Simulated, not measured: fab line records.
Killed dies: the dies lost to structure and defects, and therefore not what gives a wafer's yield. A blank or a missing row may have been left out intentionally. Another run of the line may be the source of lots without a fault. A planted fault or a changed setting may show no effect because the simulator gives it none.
Which tool did it? / flow nand_harc / Sampling: 6 lots, 17 wafers, 5 of 1159 route steps

WHAT THE GAUGES SHOWED, per wafer
NHARC_END_SORT_01.
lot / measured / on / killed_at_array

EACH LOT AND THE TOOL THAT RAN IT (in order: tool; ch and the chambers of the sampled wafers; start)
lot=L182; NHARC_P_CONTACT_ETCH_36=rie_diel-12 ch 0,1,3, day 6 14:56; NHARC_P_CONTACT_CVD_23=cvd_w-01 ch 0,1, day 6 23:09 or earlier; NHARC_P_M0_ANNEAL_30=rtp_anneal-01 ch 0, day 6 23:09; NHARC_P_M1_ETCH_35=rie_diel-13 ch 0,3, day 7 01:29
lot=L185; NHARC_P_CONTACT_ETCH_36=rie_diel-02 ch 1,2, day 6 21:05; NHARC_P_CONTACT_CVD_23=cvd_w-02 ch 0,1, day 7 02:59 or earlier; NHARC_P_M0_ANNEAL_30=rtp_anneal-01 ch 0, day 7 02:59; NHARC_P_M1_ETCH_35=rie_diel-01 ch 1,2,3, day 7 05:22
lot=L191; NHARC_P_CONTACT_ETCH_36=rie_diel-02 ch 2,3, day 8 01:46; NHARC_P_CONTACT_CVD_23=cvd_w-02 ch 0,1, day 8 10:40 or earlier; NHARC_P_M0_ANNEAL_30=rtp_anneal-02 ch 0, day 8 10:40; NHARC_P_M1_ETCH_35=rie_diel-01 ch 0,3, day 8 12:58
lot=L192; NHARC_P_CONTACT_ETCH_36=rie_diel-12 ch 0,1,2, day 8 20:15; NHARC_P_CONTACT_CVD_23=cvd_w-01 ch 0,1, day 9 05:39 or earlier; NHARC_P_M0_ANNEAL_30=rtp_anneal-02 ch 0, day 9 05:39; NHARC_P_M1_ETCH_35=rie_diel-08 ch 0,1,3, day 9 08:08
lot=L195; NHARC_P_CONTACT_ETCH_36=rie_diel-07 ch 0,1,2, day 9 13:20; NHARC_P_CONTACT_CVD_23=cvd_w-02 ch 0,1, day 10 00:17 or earlier; NHARC_P_M0_ANNEAL_30=rtp_anneal-01 ch 0, day 10 00:17; NHARC_P_M1_ETCH_35=rie_diel-13 ch 0,2, day 10 02:47
lot=L202; NHARC_P_CONTACT_ETCH_36=rie_diel-12 ch 3, day 10 23:55; NHARC_P_CONTACT_CVD_23=cvd_w-02 ch 0,1, day 11 09:16 or earlier; NHARC_P_M0_ANNEAL_30=rtp_anneal-02 ch 0, day 11 09:16; NHARC_P_M1_ETCH_35=rie_diel-13 ch 1,3, day 11 11:36
- NHARC_P_CONTACT_ETCH_36: etches the open film in N2/H2, target depth 260 nm, time 406.25 s.
- NHARC_P_CONTACT_CVD_23: deposits W, target thk 200 nm, time 557 s.
- NHARC_P_M0_ANNEAL_30: time 90 s.
- NHARC_P_M1_ETCH_35: etches the open film in N2/H2, target depth 40 nm, overetch 12 nm, time 43.94 s.

THE ANSWER, worked out from the rows above alone
Rule: the lots themselves supply what counts as usual. Put in order of their means at a reading, lots are off if they are a third of the lots or fewer, leave a main group of 4 or more, and stand apart from it by a gap of 3 or more times the standard deviation of the main group's means; of several such gaps the widest counts. The tables above print the reading to a certain number of digits; a main group whose means all agree to those digits is not used. A lot without any number at a reading at which 4 lots or more have one is off too. Where the step has rows for the other lots, those lots are counted as sound.
No lot is off on any of the readings shown, so nothing can be concluded from this.

WHAT THE SIMULATOR PUT IN
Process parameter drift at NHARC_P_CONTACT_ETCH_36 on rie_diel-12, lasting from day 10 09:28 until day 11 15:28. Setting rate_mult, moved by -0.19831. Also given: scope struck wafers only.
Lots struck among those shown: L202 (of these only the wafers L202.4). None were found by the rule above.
